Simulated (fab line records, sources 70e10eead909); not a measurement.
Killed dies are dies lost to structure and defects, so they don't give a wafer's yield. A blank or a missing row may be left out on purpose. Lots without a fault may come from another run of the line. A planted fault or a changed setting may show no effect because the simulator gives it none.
Which tool did it? | flow nand_harc | 14 lots, 42 wafers sampled, at 4 steps of a route of 1302

WHAT THE GAUGES READ, wafer by wafer
The record holds no reading of a measuring or inspecting step that can be judged against a usual standard deviation.

WHICH TOOL RAN EACH LOT (tool, then ch and the chambers of the sampled wafers, then the start)
lot  | NHARC_A_STAIRCASE_ETCH_444         | NHARC_A_STAIRCASE_CMP_152     | NHARC_A_SGD_CUT_PEB_07            | NHARC_A_SGD_CUT_ETCH_59
L157 | rie_diel-13 ch 1,2,3, day 19 10:23 | cmp-04 ch 0,2,3, day 19 14:43 | litho_track-01 ch 0, day 19 17:08 | rie_diel-06 ch 0,3, no start
L159 | rie_diel-02 ch 0,1,2, day 20 00:31 | cmp-04 ch 1,2,3, day 20 05:18 | litho_track-06 ch 0, day 20 07:48 | rie_diel-06 ch 0,2,3, no start
L160 | rie_diel-11 ch 1,2, day 20 11:00   | cmp-03 ch 1,2,3, day 20 16:27 | litho_track-06 ch 0, day 20 18:55 | rie_diel-06 ch 0,3, no start
L161 | rie_diel-11 ch 0,2,3, day 21 02:14 | cmp-04 ch 2,3, day 21 06:32   | litho_track-04 ch 0, day 21 08:58 | rie_diel-01 ch 0,2, no start
L163 | rie_diel-11 ch 2,3, day 21 12:14   | cmp-04 ch 0,2, day 21 17:29   | litho_track-04 ch 0, day 21 20:02 | rie_diel-03 ch 0,1,2, no start
L162 | rie_diel-02 ch 1,2, day 21 12:24   | cmp-01 ch 1,2,3, day 21 17:41 | litho_track-06 ch 0, day 21 20:11 | rie_diel-06 ch 1,3, no start
L164 | rie_diel-13 ch 0,2,3, day 22 01:47 | cmp-03 ch 0,2,3, day 22 06:18 | litho_track-01 ch 0, day 22 08:46 | rie_diel-06 ch 0,1, no start
L166 | rie_diel-11 ch 2,3, day 22 16:28   | cmp-01 ch 1,3, day 22 21:41   | litho_track-04 ch 0, day 23 00:05 | rie_diel-01 ch 0,2,3, no start
L173 | rie_diel-02 ch 0,2,3, day 25 10:19 | cmp-03 ch 1,2,3, day 25 15:37 | litho_track-01 ch 0, day 25 18:05 | rie_diel-01 ch 0,1,2, no start
L172 | rie_diel-13 ch 0,1,2, day 25 11:08 | cmp-03 ch 0,2,3, day 25 16:49 | litho_track-01, day 25 19:16      | rie_diel-06 ch 1,2, no start
L175 | rie_diel-11 ch 0,3, day 27 04:39   | cmp-04 ch 1,3, day 27 09:58   | litho_track-06, day 27 12:25      | rie_diel-06 ch 1,2,3, no start
L177 | rie_diel-11 ch 0,2, day 28 02:06   | cmp-04 ch 0,2, day 28 07:10   | litho_track-04 ch 0, day 28 09:35 | rie_diel-03 ch 0,1,2, no start
L178 | rie_diel-02 ch 0,2, day 28 15:46   | cmp-04 ch 2,3, day 28 22:00   | litho_track-04 ch 0, day 29 00:30 | rie_diel-03 ch 1,3, no start
L179 | rie_diel-11 ch 0,2, day 28 16:51   | cmp-03 ch 0,1,3, day 28 22:27 | litho_track-04 ch 0, day 29 00:58 | rie_diel-01 ch 0,1, no start
- NHARC_A_STAIRCASE_ETCH_444: etches the open film in C4F8/O2, target depth 20400 nm, time 6800 s.
- NHARC_A_STAIRCASE_CMP_152: polishes.
- NHARC_A_SGD_CUT_PEB_07: peb time 65 s.
- NHARC_A_SGD_CUT_ETCH_59: etches the open film in N2/H2, target depth 260 nm, time 406.25 s.

WHAT THE TOOLS THEMSELVES READ (means of the sampled wafers that have a number; where no wafer has one, the mark that the record gives instead)
NHARC_A_STAIRCASE_ETCH_444.
lot  | tool        | oes_product_au (a.u.) | rf_vpp_V (V)
L157 | rie_diel-13 | 0.931                 | 805
L159 | rie_diel-02 | 0.950                 | 808
L160 | rie_diel-11 | 0.932                 | 807
L161 | rie_diel-11 | 0.956                 | 803
L163 | rie_diel-11 | 0.920                 | 803
L162 | rie_diel-02 | 0.933                 | 806
L164 | rie_diel-13 | 0.930                 | 808
L166 | rie_diel-11 | 0.926                 | 806
L173 | rie_diel-02 | 0.980                 | 806
L172 | rie_diel-13 | 0.920                 | 806
L175 | rie_diel-11 | 0.950                 | 806
L177 | rie_diel-11 | 0.981                 | 805
L178 | rie_diel-02 | 0.944                 | 805
L179 | rie_diel-11 | 0.931                 | 806

NHARC_A_STAIRCASE_CMP_152.
lot  | tool   | motor_current_A (A)
L157 | cmp-04 | 11.5
L159 | cmp-04 | 10.9
L160 | cmp-03 | 12.0
L161 | cmp-04 | 11.1
L163 | cmp-04 | 12.2
L162 | cmp-01 | 10.4
L164 | cmp-03 | 12.2
L166 | cmp-01 | 10.2
L173 | cmp-03 | 12.0
L172 | cmp-03 | 12.4
L175 | cmp-04 | 10.5
L177 | cmp-04 | 12.7
L178 | cmp-04 | 10.5
L179 | cmp-03 | 12.1

NHARC_A_SGD_CUT_PEB_07.
lot  | tool           | chill_plate_temp_C (C) | exhaust_pa (Pa)
L157 | litho_track-01 | 22.95                  | 44.4
L159 | litho_track-06 | 23.12                  | 44.2
L160 | litho_track-06 | 22.85                  | 45.1
L161 | litho_track-04 | 22.96                  | 45.4
L163 | litho_track-04 | 22.93                  | 45.3
L162 | litho_track-06 | 22.88                  | 43.8
L164 | litho_track-01 | 22.92                  | 45.0
L166 | litho_track-04 | 23.27                  | 44.7
L173 | litho_track-01 | 22.92                  | 43.7
L172 | litho_track-01 | -                      | -
L175 | litho_track-06 | -                      | -
L177 | litho_track-04 | 23.09                  | 44.8
L178 | litho_track-04 | 23.03                  | 44.4
L179 | litho_track-04 | 22.95                  | 45.3

NHARC_A_SGD_CUT_ETCH_59.
lot  | tool        | drypump_motor_current_A (A) | oes_product_au (a.u.) | rf_vpp_V (V) | showerhead_plenum_p_Torr (Torr) | throttle_valve_pct (%)
L157 | rie_diel-06 | 5.5                         | 0.992                 | 429.2        | 1.99                            | 14.154
L159 | rie_diel-06 | 5.5                         | 0.990                 | 431.4        | 2.05                            | 14.172
L160 | rie_diel-06 | 5.7                         | 0.993                 | 429.7        | 2.00                            | 14.177
L161 | rie_diel-01 | 5.7                         | 1.008                 | 428.8        | 1.97                            | 14.173
L163 | rie_diel-03 | 5.7                         | 1.001                 | 428.5        | 2.01                            | 14.168
L162 | rie_diel-06 | 5.8                         | 1.004                 | 431.3        | 2.07                            | 14.169
L164 | rie_diel-06 | 5.6                         | 0.998                 | 431.2        | 2.06                            | 14.176
L166 | rie_diel-01 | 5.3                         | 0.991                 | 430.6        | 2.06                            | 14.170
L173 | rie_diel-01 | 5.4                         | 1.008                 | 430.2        | 2.04                            | 14.167
L172 | rie_diel-06 | 5.3                         | 1.000                 | 433.8        | 2.15                            | 14.169
L175 | rie_diel-06 | 5.6                         | 0.988                 | 431.9        | 2.09                            | 14.180
L177 | rie_diel-03 | 5.7                         | 1.000                 | 430.0        | 2.00                            | 14.165
L178 | rie_diel-03 | 6.1                         | 0.998                 | 430.0        | 2.01                            | 14.172
L179 | rie_diel-01 | 5.1                         | 1.000                 | 433.5        | 2.11                            | 14.182

THE ANSWER, worked out from the rows above alone
Rule: what is usual is taken from the lots themselves. Put in order of their means at a reading, lots are off if they are a third of the lots or fewer, leave a main group of 4 or more, and stand apart from it by a gap of 3 or more times the standard deviation of the main group's means; of several such gaps the widest counts. A main group whose means are all the same, to the digits that the tables above print for the reading, isn't used. A lot without any number at a reading at which 4 lots or more have one is off too. The other lots that the step has rows for count as sound. The gauges are gone through in route order, then the tools' own readings, and for those a lot's mean is taken as printed above. The first step at which some lot is off is used, and at that step the reading that is off furthest; a lot without a number counts as furthest.
Off: L172, L175, at NHARC_A_SGD_CUT_PEB_07 (chill_plate_temp_C). Without a number there: L172, L175. The main group: mean 22.99 C, standard deviation 0.11.
A tool fits if, at that step or a process step before it, it ran every lot that is off, and no sound lot after the first of them. None of those tried fits.

WHAT THE SIMULATOR HAD PUT IN
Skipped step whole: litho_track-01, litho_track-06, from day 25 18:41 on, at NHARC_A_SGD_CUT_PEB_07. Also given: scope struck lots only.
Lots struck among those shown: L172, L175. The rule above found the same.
